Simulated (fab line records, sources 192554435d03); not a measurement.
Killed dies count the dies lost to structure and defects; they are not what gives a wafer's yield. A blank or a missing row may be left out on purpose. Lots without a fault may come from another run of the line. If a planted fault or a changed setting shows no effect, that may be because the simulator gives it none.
Split-lot experiment	flow n5Finfet	route with 1938 steps; 7 lots, 21 wafers read

== ON THE SPLIT ==
At N5_HKMG_FIN_COAT_06 (resist thk 90 nm), the setting spinRpm was moved away from the recipe's 1500 rpm on 7 of the 21 wafers read, by -10.3% to +9.0%. For the rest of the wafers, this setting stayed at what the recipe calls for.

== FROM THE SPLIT TO THE READING: what the file shows between them, 3 steps ==
- N5_HKMG_FIN_PEB_10: peb time 60 s (also split here: pebTimeS)
- N5_HKMG_FIN_DEVELOP_11: develop time 30 s
- N5_HKMG_FIN_CD_MEAS_12: target cd 92.8 nm

== THE READING ==
CAR-ArF_of_HKMG_FIN_COAT_06.thkNm (the simulator's own value, which no gauge read), in nm, at N5_HKMG_FIN_DESCUM_17 (chemistry O2, time 7.9 s). No usual value for it is given in the file. Average 83.4 nm, standard deviation 0.24 nm, over the 14 wafers here run with the recipe.

wafer	tool, chamber at the split	spinRpm as run, rpm	against the recipe	CAR-ArF_of_HKMG_FIN_COAT_06.thkNm, nm	against lot-mates on the recipe
L076.3	lithoTrack-01, 0	1500	recipe	83.8	-
L076.4	lithoTrack-01, 0	1500	recipe	83.2	-
L076.5	lithoTrack-01, 0	1430	-4.7%	85.8	+2.3
L079.1	lithoTrack-01, 0	1500	recipe	83.6	-
L079.3	lithoTrack-01, 0	1635	+9.0%	79.4	-4.1
L079.5	lithoTrack-01, 0	1500	recipe	83.4	-
L084.1	lithoTrack-02, 0	1500	recipe	83.2	-
L084.2	lithoTrack-02, 0	1500	recipe	83	-
L084.4	lithoTrack-02, 0	1500	recipe	83	-
L085.2	lithoTrack-01, 0	1500	recipe	83.6	-
L085.3	lithoTrack-01, 0	1500	recipe	83.6	-
L085.4	lithoTrack-01, 0	1500	recipe	83.6	-
L086.2	lithoTrack-04, 0	1432	-4.5%	85.2	+1.8
L086.3	lithoTrack-04, 0	1432	-4.5%	85.2	+1.8
L086.6	lithoTrack-04, 0	1500	recipe	83.4	-
L089.1	lithoTrack-02, 0	1500	recipe	83.6	-
L089.3	lithoTrack-02, 0	1346	-10.3%	88.6	+5.0
L089.5	lithoTrack-02, 0	1346	-10.3%	88	+4.4
L092.1	lithoTrack-04, 0	1500	recipe	83.2	-
L092.4	lithoTrack-04, 0	1500	recipe	83.2	-
L092.3	lithoTrack-04, 0	1572	+4.8%	81.4	-1.8

THE FIT
A straight line over all 21 wafers: CAR-ArF_of_HKMG_FIN_COAT_06.thkNm changes by -0.459 nm for each +1% of spinRpm; r = -0.99; the points scatter about the line by 0.27 nm.
The same after taking each lot's own level away (the mean of its wafers on the recipe; 21 wafers): -0.447 nm for each +1%; r = -1.00; scatter 0.19 nm.
On that fit, the largest move of spinRpm shifts the reading by 4.6 nm.
Across the lots, their own levels run from 83.07 to 83.60 nm, a range of 2.2 times the standard deviation given above.
Hence the lot-to-lot level has little effect on the slope; both slopes agree.
Check: for one of the wafers moved furthest among these (-10.3%), held out of the fit, the line's prediction against its lot-mates is +4.44 nm. Against them it came out at +5 nm.

== THE OTHER SPLITS THESE WAFERS WENT THROUGH ==
Other splits were also applied to these wafers ahead of the reading. Each is held against what the fit with the lots' levels taken away leaves over:
other split on the same wafers	wafers away from the commonest value	r with CAR-ArF_of_HKMG_FIN_COAT_06.thkNm (lot level and that fit taken away)
N5_FIN_SAQP_ALD_61 aldCycles	6	+0.04
N5_FIN_SAQP_PECVD_47 timeS	7	+0.06
N5_FIN_CUT_COAT_19 spinRpm	8	+0.32
N5_SD_EPI_P_PEB_07 pebTimeS	3	+0.24
N5_ILD0_ALD_15 aldCycles	7	+0.26
N5_HKMG_FIN_PEB_10 pebTimeS	7	+0.15

== THE WHOLE CHAIN: every reading that the file lists as answering this split, in the file's order ==
step	what it does	reading	change (the file's fit)	r (the file's)
N5_HKMG_FIN_COAT_06	resist thk 90 nm	CAR-ArF_of_HKMG_FIN_COAT_06.thkNm (the simulator's own value, which no gauge read)	-0.465 nm for each +1% of the setting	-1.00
N5_HKMG_FIN_DESCUM_17	chemistry O2, time 7.9 s	CAR-ArF_of_HKMG_FIN_COAT_06.thkNm (the simulator's own value, which no gauge read)	-0.448 nm for each +1% of the setting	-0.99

== FILE'S OWN FIT ==
CAR-ArF_of_HKMG_FIN_COAT_06.thkNm changes by -0.448 nm for each +1% of spinRpm, r = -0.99.
